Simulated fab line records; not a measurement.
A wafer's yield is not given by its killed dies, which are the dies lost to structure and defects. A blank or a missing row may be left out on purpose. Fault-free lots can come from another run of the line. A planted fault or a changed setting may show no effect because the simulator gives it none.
One fault seen from 2 desks + flow n5-finfet + what lay behind the numbers comes last; until then each desk has only its own

AT THE TOOL OWNER'S DESK: vapor-etch-02
The tool's own readings at N5_STI_FIN_REVEAL_RECESS_09 (chemistry HF/NH3, target SiO2, afs cycles 11, target depth 42.5 nm, sublimation time 60 s): means of the sampled wafers that have a number, for each lot that ran on this tool. Any lot whose mean is over 4 standard deviations away from the usual mean is out of limits and marked OUT; that distance is given in the brackets.
Columns: A = drypump-motor-current-A at N5_STI_FIN_REVEAL_RECESS_09, usual 5.71 A
| lot  | first seen here | A    |
|------|-----------------|------|
| L235 | day 3 11:25     | 5.74 |
| L241 | day 4 23:50     | 5.74 |
| L242 | day 5 05:50     | 5.49 |
This desk's finding: nothing out of limits on any of the 3 lots.

THE METROLOGY DESK
What the gauges read, lot by lot, whatever tool the lot ran on: means of the sampled wafers that have a number. Any lot whose mean is over 4 standard deviations away from the usual mean is out of limits and marked OUT; that distance is given in the brackets. Of its 15 readings 7 are shown: the one that was out of limits first, and those that lie furthest out on some lot.
Columns: A = trench-depth-nm at N5_STI_FIN_REVEAL_FIN_H_MEAS_10, usual 51.7 nm; B = IOFF_N at N5_BEOL_M4_RC_MEAS_101, usual 0.17 nA/um; C = IOFF_N_85C at N5_BEOL_M4_RC_MEAS_101, usual 3.3 nA/um; D = IOFF_P at N5_BEOL_M4_RC_MEAS_101, usual 0.23 nA/um; E = IOFF_P_85C at N5_BEOL_M4_RC_MEAS_101, usual 3.9 nA/um; F = SS_N at N5_BEOL_M4_RC_MEAS_101, usual 71.8 mV/dec; G = SS_P at N5_BEOL_M4_RC_MEAS_101, usual 73.6 mV/dec
| lot  | first seen here | A               | B               | C              | D               | E              | F               | G               |
|------|-----------------|-----------------|-----------------|----------------|-----------------|----------------|-----------------|-----------------|
| L235 | day 3 14:10     | 52.8            | 0.18            | 3.6            | 0.23            | 3.9            | 72.0            | 74.1            |
| L241 | day 5 02:08     | 50.4            | 0.40 (+5.8) OUT | 6.3 (+4.9) OUT | 1.03 (+19) OUT  | 12.6 (+14) OUT | 76.9 (+7.4) OUT | 81.8 (+11) OUT  |
| L242 | day 5 08:35     | 47.4 (-5.4) OUT | 1.39 (+31) OUT  | 18.8 (+25) OUT | 0.65 (+9.8) OUT | 9.2 (+8.5) OUT | 90.1 (+26) OUT  | 80.3 (+9.1) OUT |
| L249 | day 7 02:27     | 52.0            | 0.13            | 2.6            | 0.16            | 3.0            | 71.5            | 72.8            |
Finding of this desk: L241, L242 out of limits; the first was L242 at day 5 08:35, on trench-depth-nm at N5_STI_FIN_REVEAL_FIN_H_MEAS_10. Within limits: L235, L249.

TAKEN TOGETHER
At day 5 08:35 the metrology desk could have sounded an alarm, on L241, L242.
Nothing out of limits was seen by the tool owner's desk.
Tool owner's desk: L241, L242 on record, inside its limits.
The lots listed all ran N5_STI_FIN_REVEAL_RECESS_09 on vapor-etch-02.

WHAT THE SIMULATOR HAD INSERTED
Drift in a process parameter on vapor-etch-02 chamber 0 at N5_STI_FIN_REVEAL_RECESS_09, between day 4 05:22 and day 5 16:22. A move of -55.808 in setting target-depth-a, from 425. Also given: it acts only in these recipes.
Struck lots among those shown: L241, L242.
Delay in hours, fault start to first out-of-limits reading, per desk: metrology desk 27.
